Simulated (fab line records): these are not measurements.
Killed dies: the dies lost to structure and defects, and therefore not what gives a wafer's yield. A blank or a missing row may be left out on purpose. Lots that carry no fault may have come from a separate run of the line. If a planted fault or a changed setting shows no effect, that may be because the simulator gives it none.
fab line records ; flow n5-finfet
record: lots: 7; wafers: 18; last-day: 19
route steps=1938 shown BEOL_M0_SAQP@682 BEOL_M4@1111 PASSIVATION@1936
lots that met no fault: from a run of the same line without faults
start-h: hours from the record's opening day to when the first of the lot's shown wafers began ; wait-h: how many hours have passed since the lot's step before this one ; " the same as in the row above ; L1.1+2: a row that stands for several wafers ; - value missing, or start not given ; * or withheld: withheld ; < > ~ a bound
route shown NAME@n: NAME is a module with steps in the file, n the number in the route of the first one ; usual: mean and standard deviation over wafers with no fault ; same: alike in all rows ; chamber/n: place in a boat ; sites: each site's reading ; _std_site: standard deviation across them ; _edge_site: the outer-site mean with the inner-site mean subtracted ; radius-mm: how far each site lies from the wafer's centre ; mask NAME#n: copy n ; behind: the tool/chamber that last shaped the wafer ; hold: reason for holding the lot/hours on hold/outcome of the hold ; device: whichever transistor did not switch (one of n, p or np) ; end of line: tests run on the same wafers once the route is complete ; a step with no rows: only its recipe ; killed: count of dies lost to structure and defects at first sort (not the wafer's yield) ; map: per-die view of a wafer (x killed, . not killed, _ where there is no die)
set.NAME: the setting as run; set.NAME@STEP: as run at that earlier step ; model.NAME: the simulator's own value behind a step, which no gauge read
a table for each step, a row for each wafer; lots at some steps of the route
services: a tool's chamber out of use, with start hour (start-h, from the record's first day; less than 0 if before it), hours out, and reason
== steps ==
step: N5_BEOL_M0_SAQP_COAT_87
recipe: resist: underlayer; temp-c: 205; time-s: 60; spin-rpm: 1500; resist-thk-nm: 5
step: N5_BEOL_M0_SAQP_COAT_34
recipe: resist: CAR-EUV; spin-rpm: 1500; resist-thk-nm: 30
step: N5_BEOL_M0_SAQP_EBR_36
recipe: solvent: PGMEA; ebr-width-mm: 1.5
step: N5_BEOL_M0_SAQP_SOFTBAKE_35
recipe: temp-c: 110; time-s: 60; resist: CAR-EUV
step: N5_BEOL_M0_SAQP_EXPOSE_37
recipe: mask-id: M0_CUT1; na: 0.33; source-shape: annular; sigma-inner: 0.35; sigma-outer: 0.8; polarization: unpolarized; target-cd-nm: 30; dose-mj: 44.75
step: N5_BEOL_M0_SAQP_PEB_38
recipe: peb-temp-c: 100; peb-time-s: 60; resist: CAR-EUV
step: N5_BEOL_M0_SAQP_DEVELOP_39
recipe: develop-time-s: 30; developer: TMAH; resist: CAR-EUV; rinse-liquid: surfactant-rinse; dry: air-spin; dev-temp-c: 23
step: N5_BEOL_M0_SAQP_CD_MEAS_40
recipe: target-cd-nm: 30; landing-energy-ev: 500; detector: se-inlens
usual: cd-nm: 29.98/0.25
same: landing-energy-ev: 500
lot.wafer;tool;chamber;start-h;wait-h;cd-nm
L336.1;cd-sem-03;0;142.00;-;29.96
L336.4;cd-sem-03;0;142.00;-;30.22
L336.5;cd-sem-03;0;142.00;-;30.17
L337.3;cd-sem-03;0;149.06;-;30.17
L337.4;cd-sem-03;0;149.06;-;29.57
L337.5;cd-sem-03;0;149.06;-;30.21
L341.1;cd-sem-02;0;170.22;-;30.10
L341.3;cd-sem-02;0;170.22;-;29.79
L344.1;cd-sem-01;0;196.08;-;30.08
L344.3;cd-sem-01;0;196.08;-;29.97
L346.3;cd-sem-02;0;201.82;-;29.77
L346.6;cd-sem-02;0;201.82;-;29.96
L347.3;cd-sem-03;0;209.07;-;29.69
L347.4;cd-sem-03;0;209.07;-;30.03
L347.6;cd-sem-03;0;209.07;-;29.37
L352.1;cd-sem-01;0;245.39;-;29.40
L352.4;cd-sem-01;0;245.39;-;30.06
L352.5;cd-sem-01;0;245.39;-;29.81
step: N5_BEOL_M0_SAQP_OVL_MEAS_41
recipe: points-per-wafer: 522
usual: M0_CUT1_OVL: 0.0/0.7
lot.wafer;tool;chamber;start-h;wait-h;M0_CUT1_OVL[nm]
L336.1;overlay-02;0;142.03;0.0;-0.5
L336.4;overlay-02;0;142.03;0.0;-0.6
L336.5;overlay-02;0;142.03;0.0;-0.9
L337.3;overlay-02;0;149.10;0.0;0.8
L337.4;overlay-02;0;149.10;0.0;0.5
L337.5;overlay-02;0;149.10;0.0;0.1
L341.1;overlay-02;0;170.25;0.0;-0.3
L341.3;overlay-02;0;170.25;0.0;1.1
L344.1;overlay-01;0;196.11;0.0;0.0
L344.3;overlay-01;0;196.11;0.0;-1.2
L346.3;overlay-01;0;201.86;0.0;-0.2
L346.6;overlay-01;0;201.86;0.0;-0.5
L347.3;overlay-02;0;209.11;0.0;1.2
L347.4;overlay-02;0;209.11;0.0;0.6
L347.6;overlay-02;0;209.11;0.0;1.0
L352.1;overlay-01;0;245.42;0.0;-0.3
L352.4;overlay-01;0;245.42;0.0;-0.5
L352.5;overlay-01;0;245.42;0.0;-0.1
step: N5_BEOL_M0_SAQP_INSPECT_42
recipe: mode: adi; inspect-instrument: brightfield
usual: raw-defect-count: 304/78
lot.wafer;tool;chamber;start-h;wait-h;raw-defect-count
L336.1;defect-inspect-01;-;142.09;0.1;295
L336.4;defect-inspect-01;-;142.09;0.1;264
L336.5;defect-inspect-01;-;142.09;0.1;309
L337.3;defect-inspect-02;-;149.14;0.0;342
L337.4;defect-inspect-02;-;149.14;0.0;335
L337.5;defect-inspect-02;-;149.14;0.0;294
L341.1;defect-inspect-02;-;170.31;0.1;457
L341.3;defect-inspect-02;-;170.31;0.1;316
L344.1;defect-inspect-01;-;196.17;0.1;410
L344.3;defect-inspect-01;-;196.17;0.1;409
L346.3;defect-inspect-01;-;201.91;0.0;264
L346.6;defect-inspect-01;-;201.91;0.0;234
L347.3;defect-inspect-02;-;209.16;0.0;254
L347.4;defect-inspect-02;-;209.16;0.0;153
L347.6;defect-inspect-02;-;209.16;0.0;290
L352.1;defect-inspect-02;-;245.48;0.1;320
L352.4;defect-inspect-02;-;245.48;0.1;424
L352.5;defect-inspect-02;-;245.48;0.1;340
step: N5_BEOL_M0_SAQP_DESCUM_45
recipe: chemistry: O2; time-s: 7; source-power-w: 50; bias-power-w: 20; pressure-mtorr: 20; rf-frequency-hz: 2.712e+07; temp-c: 40; resist: CAR-EUV; o2-flow-sccm: 225
usual: drypump-motor-current-A: 5.5/0.5; oes-product-au: 0.80/0.075; rf-fwd-power-W: 49.43/0.21; rf-vpp-V: 243.5/0.98; showerhead-plenum-p-Torr: 2.12/0.052; throttle-valve-pct: 20.44/0.14
lot.wafer;tool;chamber;start-h;wait-h;drypump-motor-current-A;oes-product-au;rf-fwd-power-W;rf-hours-counter-h;rf-vpp-V;showerhead-plenum-p-Torr;throttle-valve-pct
L336.1;rie-diel-02;3;142.12;0.0;5.0;0.76;49.14;157;243.4;2.19;20.28
L336.4;rie-diel-02;3;142.12;0.0;5.0;0.76;49.23;-;245.3;2.19;20.28
L336.5;rie-diel-02;1;142.12;0.0;5.7;0.80;49.57;-;243.4;2.09;20.31
L337.3;rie-diel-04;1;149.40;0.3;6.1;0.76;49.68;156;245.1;2.20;20.42
L337.4;rie-diel-04;0;149.40;0.3;5.1;0.81;49.05;-;241.9;2.10;20.31
L337.5;rie-diel-04;2;149.40;0.3;5.0;0.88;49.51;-;240.9;2.04;20.50
L341.1;rie-diel-04;2;170.40;0.1;5.0;0.87;49.64;68;241.4;2.04;20.52
L341.3;rie-diel-04;1;170.40;0.1;6.1;0.75;49.59;162;245.5;2.19;20.44
L344.1;rie-diel-04;3;196.47;0.3;5.3;0.83;49.54;55;242.5;2.15;20.51
L344.3;rie-diel-04;1;196.47;0.3;6.1;0.74;49.54;170;244.6;2.19;20.44
L346.3;rie-diel-04;2;202.05;0.1;5.0;0.84;49.63;78;240.9;2.03;20.54
L346.6;rie-diel-04;3;202.05;0.1;5.3;0.83;49.63;-;243.4;2.15;20.52
L347.3;rie-diel-02;0;209.95;0.8;5.3;0.71;49.23;214;242.7;2.08;20.70
L347.4;rie-diel-02;1;209.95;0.8;5.7;0.78;49.59;150;242.1;2.09;20.35
L347.6;rie-diel-02;0;209.95;0.8;5.3;0.71;49.09;-;241.8;2.08;20.69
L352.1;rie-diel-06;2;245.72;0.2;5.8;0.73;49.00;181;243.5;2.10;20.84
L352.4;rie-diel-06;2;245.72;0.2;5.8;0.73;48.98;-;243.2;2.10;20.85
L352.5;rie-diel-06;1;245.72;0.2;5.5;0.72;49.72;-;245.0;2.17;20.69
step: N5_BEOL_M0_SAQP_ETCH_88
recipe: chemistry: N2/H2; target: underlayer; target-depth-a: 65; time-s: 5.2; ion-energy-ev: 200; mask-material: CAR-EUV; pressure-mtorr: 30; source-w: 840; bias-w: 150; n2-flow-sccm: 200; h2-flow-sccm: 200; ends: cleared
usual: drypump-motor-current-A: 5.5/0.5; etch-rf-on-time-s: 5.20/0.1; oes-product-au: 0.68/0.064; rf-fwd-power-W: 819.1/2.5; rf-vpp-V: 524.7/2; showerhead-plenum-p-Torr: 2.57/0.061; throttle-valve-pct: 17.88/0.17
lot.wafer;tool;chamber;start-h;wait-h;drypump-motor-current-A;etch-rf-on-time-s;oes-product-au;rf-fwd-power-W;rf-hours-counter-h;rf-vpp-V;showerhead-plenum-p-Torr;throttle-valve-pct
L336.1;rie-diel-02;3;142.16;0.0;5.0;5.23;0.66;811.8;157;528.0;2.67;17.79
L336.4;rie-diel-02;3;142.16;0.0;5.0;5.28;0.65;810.9;-;528.3;2.67;17.81
L336.5;rie-diel-02;1;142.16;0.0;5.7;5.16;0.67;820.1;-;524.6;2.56;17.90
L337.3;rie-diel-04;1;149.43;0.0;6.2;5.25;0.64;821.8;156;524.3;2.65;17.85
L337.4;rie-diel-04;0;149.43;0.0;5.1;5.17;0.69;819.6;-;523.7;2.56;17.74
L337.5;rie-diel-04;2;149.43;0.0;5.0;5.08;0.74;816.1;-;518.6;2.46;17.88
L341.1;rie-diel-04;2;170.44;0.0;5.0;5.04;0.74;820.4;68;521.3;2.46;17.87
L341.3;rie-diel-04;1;170.44;0.0;6.2;5.13;0.64;822.4;162;524.9;2.65;17.85
L344.1;rie-diel-04;3;196.50;0.0;5.3;5.14;0.71;822.2;55;523.0;2.58;17.76
L344.3;rie-diel-04;1;196.50;0.0;6.1;5.10;0.65;815.8;170;525.8;2.64;17.87
L346.3;rie-diel-04;2;202.09;0.0;5.0;5.10;0.73;819.5;78;523.4;2.45;17.88
L346.6;rie-diel-04;3;202.09;0.0;5.3;5.18;0.71;823.9;-;527.5;2.58;17.74
L347.3;rie-diel-02;0;209.98;0.0;5.3;5.40;0.58;819.1;214;521.5;2.52;18.29
L347.4;rie-diel-02;1;209.98;0.0;5.7;5.17;0.67;813.7;150;523.6;2.55;17.93
L347.6;rie-diel-02;0;209.98;0.0;5.3;5.39;0.59;819.5;-;523.2;2.52;18.27
L352.1;rie-diel-06;2;245.75;0.0;5.8;5.18;0.63;820.0;181;522.2;2.53;18.21
L352.4;rie-diel-06;2;245.75;0.0;5.8;5.25;0.63;814.3;-;525.6;2.52;18.19
L352.5;rie-diel-06;1;245.75;0.0;5.5;5.09;0.64;824.1;-;526.7;2.63;18.08
step: N5_BEOL_M0_SAQP_ETCH_73
recipe: chemistry: CF4; target: SiARC; target-depth-a: 195; mask-material: CAR-EUV; time-s: 32.5; ion-energy-ev: 80; pressure-mtorr: 40; source-w: 545; bias-w: 36; Ar_flow_sccm: 100; cf4-flow-sccm: 100; ends: cleared
usual: drypump-motor-current-A: 5.5/0.5; etch-rf-on-time-s: 32.5/0.7; oes-product-au: 0.68/0.065; rf-fwd-power-W: 533.3/2.2; rf-vpp-V: 184.3/0.97; showerhead-plenum-p-Torr: 2.17/0.046; throttle-valve-pct: 15.60/0.13
lot.wafer;tool;chamber;start-h;wait-h;drypump-motor-current-A;etch-rf-on-time-s;oes-product-au;rf-fwd-power-W;rf-hours-counter-h;rf-vpp-V;showerhead-plenum-p-Torr;throttle-valve-pct
L336.1;rie-diel-02;3;142.17;0.0;5.0;33.2;0.64;532.3;157;183.9;2.22;15.42
L336.4;rie-diel-02;3;142.17;0.0;5.0;33.5;0.65;530.7;-;185.0;2.22;15.42
L336.5;rie-diel-02;1;142.17;0.0;5.7;32.5;0.68;533.4;-;184.0;2.15;15.54
L337.3;rie-diel-04;1;149.45;0.0;6.1;32.2;0.66;535.3;156;185.5;2.23;15.55
L337.4;rie-diel-04;0;149.45;0.0;5.1;31.9;0.70;531.6;-;184.1;2.16;15.54
L337.5;rie-diel-04;2;149.45;0.0;5.0;32.3;0.74;535.1;-;182.6;2.10;15.72
L341.1;rie-diel-04;2;170.45;0.0;5.0;31.9;0.74;536.5;68;182.5;2.10;15.72
L341.3;rie-diel-04;1;170.45;0.0;6.2;21.0;0.85;534.1;162;185.7;2.23;15.58
L344.1;rie-diel-04;3;196.52;0.0;5.3;31.8;0.72;533.2;55;184.9;2.17;15.48
L344.3;rie-diel-04;1;196.52;0.0;6.1;20.8;0.84;533.1;170;186.2;2.23;15.61
L346.3;rie-diel-04;2;202.10;0.0;4.9;20.9;0.95;530.7;78;182.8;2.09;15.74
L346.6;rie-diel-04;3;202.10;0.0;5.3;21.2;0.93;530.4;-;183.6;2.17;15.49
L347.3;rie-diel-02;0;210.00;0.0;5.3;33.8;0.59;533.2;214;183.7;2.12;15.84
L347.4;rie-diel-02;1;210.00;0.0;5.7;32.1;0.66;534.4;150;184.3;2.14;15.57
L347.6;rie-diel-02;0;210.00;0.0;5.3;33.9;0.59;535.0;-;184.4;2.12;15.84
L352.1;rie-diel-06;2;245.77;0.0;5.8;33.1;0.63;531.8;181;184.8;2.13;15.89
L352.4;rie-diel-06;2;245.77;0.0;5.8;33.1;0.63;530.4;-;183.8;2.13;15.89
L352.5;rie-diel-06;1;245.77;0.0;5.5;32.3;0.63;536.2;-;184.4;2.22;15.92
step: N5_BEOL_M0_SAQP_CUT_ETCH_46
recipe: chemistry: N2/H2; target: SOC; target-depth-a: 1350; overetch-a: 270; temp-c: 40; time-s: 202.5; ion-energy-ev: 200; mask-material: SiARC; pressure-mtorr: 30; source-w: 840; bias-w: 150; n2-flow-sccm: 200; h2-flow-sccm: 200
usual: drypump-motor-current-A: 5.5/0.5; rf-fwd-power-W: 837.6/2.5; rf-vpp-V: 524.6/1.7; showerhead-plenum-p-Torr: 2.57/0.061; throttle-valve-pct: 17.83/0.17
lot.wafer;tool;chamber;start-h;wait-h;drypump-motor-current-A;rf-fwd-power-W;rf-hours-counter-h;rf-vpp-V;showerhead-plenum-p-Torr;throttle-valve-pct
L336.1;rie-diel-02;3;142.20;0.0;4.9;837.8;157;525.6;2.67;17.75
L336.4;rie-diel-02;3;142.20;0.0;5.0;840.7;-;527.3;2.67;17.76
L336.5;rie-diel-02;1;142.20;0.0;5.7;838.6;-;524.3;2.56;17.86
L337.3;rie-diel-04;1;149.48;0.0;6.1;835.2;156;527.1;2.65;17.80
L337.4;rie-diel-04;0;149.48;0.0;5.1;839.0;-;525.9;2.56;17.67
L337.5;rie-diel-04;2;149.48;0.0;5.0;838.4;-;520.3;2.46;17.82
L341.1;rie-diel-04;2;170.49;0.0;5.0;835.5;68;521.0;2.46;17.84
L341.3;rie-diel-04;1;170.49;0.0;6.2;832.3;162;526.3;2.65;17.82
L344.1;rie-diel-04;3;196.55;0.0;5.3;841.9;55;524.9;2.58;17.70
L344.3;rie-diel-04;1;196.55;0.0;6.1;832.9;170;525.4;2.65;17.82
L346.3;rie-diel-04;2;202.14;0.0;5.0;838.6;78;522.1;2.45;17.84
L346.6;rie-diel-04;3;202.14;0.0;5.2;836.7;-;524.8;2.58;17.70
L347.3;rie-diel-02;0;210.03;0.0;5.3;834.7;214;523.5;2.52;18.22
L347.4;rie-diel-02;1;210.03;0.0;5.8;837.9;150;523.8;2.55;17.89
L347.6;rie-diel-02;0;210.03;0.0;5.3;838.6;-;522.8;2.52;18.22
L352.1;rie-diel-06;2;245.80;0.0;5.8;836.0;181;521.6;2.52;18.14
L352.4;rie-diel-06;2;245.80;0.0;5.8;836.6;-;523.5;2.52;18.15
L352.5;rie-diel-06;1;245.80;0.0;5.5;840.0;-;526.2;2.63;18.04
step: N5_BEOL_M4_RC_MEAS_101
usual: DIBL_N: 36.3/2.2; DIBL_P: 36.0/2.4; IOFF_N: 0.16/0.042; IOFF_P: 0.22/0.041; ION_N: 672/14; ION_P: 462/7.9; SS_N: 71.7/0.76; SS_P: 73.3/0.72; VT_N: 250/3.6; VT_P: -249/3
lot.wafer;tool;chamber;start-h;wait-h;DIBL_N[mV/V];DIBL_P[mV/V];IOFF_N[nA/um];IOFF_P[nA/um];ION_N[uA/um];ION_P[uA/um];SS_N[mV/dec];SS_P[mV/dec];VT_N[mV];VT_P[mV]
L336.1;prober-02;0;194.70;0.0;38.5;37.0;0.20;0.26;686;468;71.7;73.8;243;-248
L336.4;prober-02;0;194.70;0.0;33.8;30.4;0.11;0.15;649;450;70.4;72.4;253;-252
L336.5;prober-02;0;194.70;0.0;35.6;34.4;0.14;0.20;681;464;70.5;72.6;249;-248
L337.3;prober-01;0;205.51;0.3;34.7;34.8;0.14;0.20;664;461;71.5;72.4;251;-251
L337.4;prober-01;0;205.51;0.3;36.1;35.8;0.15;0.20;667;454;71.8;73.6;254;-250
L337.5;prober-01;0;205.51;0.3;35.9;36.1;0.16;0.21;672;462;71.8;72.9;252;-252
L341.1;prober-02;0;221.99;0.2;37.3;35.8;0.16;0.21;671;451;72.1;72.9;252;-252
L341.3;prober-02;0;221.99;0.2;42.4;44.1;0.31;0.40;709;477;72.8;75.9;240;-242
L346.3;prober-02;0;249.99;0.3;30.9;30.9;0.10;0.18;655;463;70.6;72.4;256;-248
L346.6;prober-02;0;249.99;0.3;33.5;34.2;0.14;0.22;668;464;70.8;72.4;252;-246
L344.1;prober-02;0;251.65;0.0;34.8;33.6;0.12;0.20;651;452;71.0;73.1;255;-249
L344.3;prober-02;0;251.65;0.0;37.7;36.9;0.16;0.25;650;452;72.6;74.3;252;-246
L347.3;prober-01;0;285.80;0.3;34.3;31.1;0.11;0.15;652;451;70.7;73.0;254;-255
L347.4;prober-01;0;285.80;0.3;42.5;39.2;0.32;0.30;680;469;74.0;74.4;243;-246
L347.6;prober-01;0;285.80;0.3;38.5;36.7;0.19;0.24;682;466;72.0;74.3;246;-248
L352.1;prober-01;0;342.31;0.4;36.2;37.5;0.17;0.22;681;462;71.8;72.8;251;-248
L352.4;prober-01;0;342.31;0.4;35.7;36.7;0.17;0.21;677;462;71.1;73.6;250;-250
L352.5;prober-01;0;342.31;0.4;36.9;38.0;0.19;0.23;686;466;72.3;73.8;249;-248
step: N5_PASSIVATION_PROBE_49
usual: defect-limited-yield: 91.3/1.7; killed_at_M0_to_M3: 33/9.9; killed_at_M4_up: 14/6.4; killed-at-contacts: 12/7; killed-at-front-end: 41/13; killed-at-other: 3.1/2.9; killed-dies: 103/20; killed-open: 67/14; killed-short: 34/9.4; sort_bin_4_leakage: 0.03/0.24; sort_bin_5_function: 5.1/1.1; sort_bin_6_memory: 3.2/0.79; sort_bin_8_speed: 0.02/0.15; sort-n-pass: 1077/21; sort-yield-pct: 91.2/1.7
same: gross-dies: 1180; killed-at-back-side: 0
lot.wafer;tool;chamber;start-h;wait-h;defect-limited-yield[%];killed_at_M0_to_M3;killed_at_M4_up;killed-at-contacts;killed-at-front-end;killed-at-other;killed-dies;killed-open;killed-short;sort_bin_4_leakage[%];sort_bin_5_function[%];sort_bin_6_memory[%];sort_bin_8_speed[%];sort-n-pass;sort-yield-pct[%]
L336.1;prober-02;-;290.51;0.5;91.8;33;13;22;28;1;97;73;24;0;5.6;2.5;0;1083;91.8
L336.4;prober-02;-;290.66;0.7;90.8;33;14;12;42;7;108;73;35;0;5.5;3.6;0;1072;90.8
L336.5;prober-02;-;290.71;0.7;93.3;22;11;11;22;13;79;56;23;0;4.0;2.4;0;1101;93.3
L341.1;prober-02;-;324.82;0.0;89.6;36;9;23;53;2;123;79;40;0;5.2;4.7;0;1057;89.6
L341.3;prober-02;-;324.92;0.1;92.2;34;5;14;38;1;92;54;34;1.02;4.2;2.9;0;1076;91.2
L346.3;prober-01;-;362.41;0.1;94.2;22;18;11;14;3;68;51;16;0;4.0;1.7;0;1112;94.2
killed by level:class
L336.1 MOL_CONTACT_COAG:geometric-particle:open=18 STI_FIN_REVEAL:geometric-particle:open=11 BEOL_M4:geometric-particle:open=9 BEOL_M3:geometric-particle:open=7 BEOL_M1:geometric-particle:open=7 BEOL_M0_SAQP:geometric-particle:open=6 BEOL_M0_SAQP:geometric-particle:short=4 MOL_CONTACT_COAG:geometric-particle:short=4
L336.4 FIN_SAQP:geometric-particle:short=14 STI_FIN_REVEAL:geometric-particle:open=10 MOL_CONTACT_COAG:geometric-particle:open=9 BEOL_M1:geometric-particle:open=8 BEOL_M2:geometric-particle:open=8 FIN_SAQP:geometric-particle:open=7 BEOL_M0_SAQP:geometric-particle:open=5 BEOL_M4:geometric-particle:open=5
L336.5 MOL_CONTACT_COAG:geometric-particle:open=11 BEOL_M4:geometric-particle:open=8 BEOL_M3:geometric-particle:open=7 BEOL_M1:geometric-particle:open=5 STI_FIN_REVEAL:geometric-particle:open=4 BEOL_M0_SAQP:geometric-particle:open=4 PASS1_CAP:geometric-particle:short=4 STARTING-WAFER:geometric-particle:open=4
L341.1 MOL_CONTACT_COAG:geometric-particle:open=18 FIN_SAQP:geometric-particle:open=14 FIN_SAQP:geometric-particle:short=9 BEOL_M0_SAQP:geometric-particle:short=9 BEOL_M3:geometric-particle:open=8 BEOL_M0_SAQP:geometric-particle:open=8 MOL_CONTACT_COAG:geometric-particle:short=5 DUMMY_GATE:geometric-particle:open=4
L341.3 FIN_SAQP:geometric-particle:open=11 BEOL_M1:geometric-particle:open=9 MOL_CONTACT_COAG:geometric-particle:open=8 BEOL_M0_SAQP:geometric-particle:short=7 MOL_CONTACT_COAG:geometric-particle:short=6 DUMMY_GATE:geometric-particle:open=5 STI_FIN_REVEAL:geometric-particle:open=4 BEOL_M3:geometric-particle:open=4
L346.3 MOL_CONTACT_COAG:geometric-particle:open=9 BEOL_M1:geometric-particle:open=7 BEOL_M5:geometric-particle:open=6 FIN_SAQP:geometric-particle:open=5 BEOL_M4:geometric-particle:open=5 BEOL_M0_SAQP:geometric-particle:short=4 DUMMY_GATE:geometric-particle:open=3 BEOL_M0_SAQP:geometric-particle:open=3
== services ==
tool;chamber;start-h;hours;kind
rie-diel-02;2;131.19;-;clean
rie-diel-02;2;131.19;-;consumable-replace:focus-ring
rie-diel-02;2;131.19;24.2;scheduled-down
rie-diel-02;2;131.19;24.2;vent-cycle
rie-diel-04;3;133.61;22.5;repair
rie-diel-06;2;136.40;2.6;repair
rie-diel-06;3;139.23;-;clean
rie-diel-06;3;139.23;-;consumable-replace:focus-ring
rie-diel-06;3;139.23;27.9;scheduled-down
rie-diel-06;3;139.23;27.9;vent-cycle
rie-diel-06;-;177.84;0.6;repair
rie-diel-04;0;185.19;4.0;repair
rie-diel-06;3;235.37;2.3;repair
rie-diel-06;0;244.91;-;clean
rie-diel-06;0;244.91;-;consumable-replace:focus-ring
rie-diel-06;0;244.91;17.9;scheduled-down
rie-diel-06;0;244.91;17.9;vent-cycle
== key ==
first-sign: step: N5_BEOL_M0_SAQP_ETCH_73; reading: etch-rf-on-time-s; direction: down; sigmas: 16; usual: *; struck: *
effect: step: N5_BEOL_M0_SAQP_ETCH_73; reading: oes-product-au; direction: up; sigmas: 3.2; usual: 0.68; struck: 0.89
met-at N5_BEOL_M0_SAQP_ETCH_73
struck-wafers L341.3,L344.3,L346.3,L346.6
onset-between 149.45 170.45
fault: kind: process-parameter-drift; tool: rie-diel-04; chamber: -; onset-h: 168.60; steps: N5_BEOL_M0_SAQP_ETCH_73; channel: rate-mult; offset: 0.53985; shape: step; end-h: 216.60; scope: struck-wafers-only
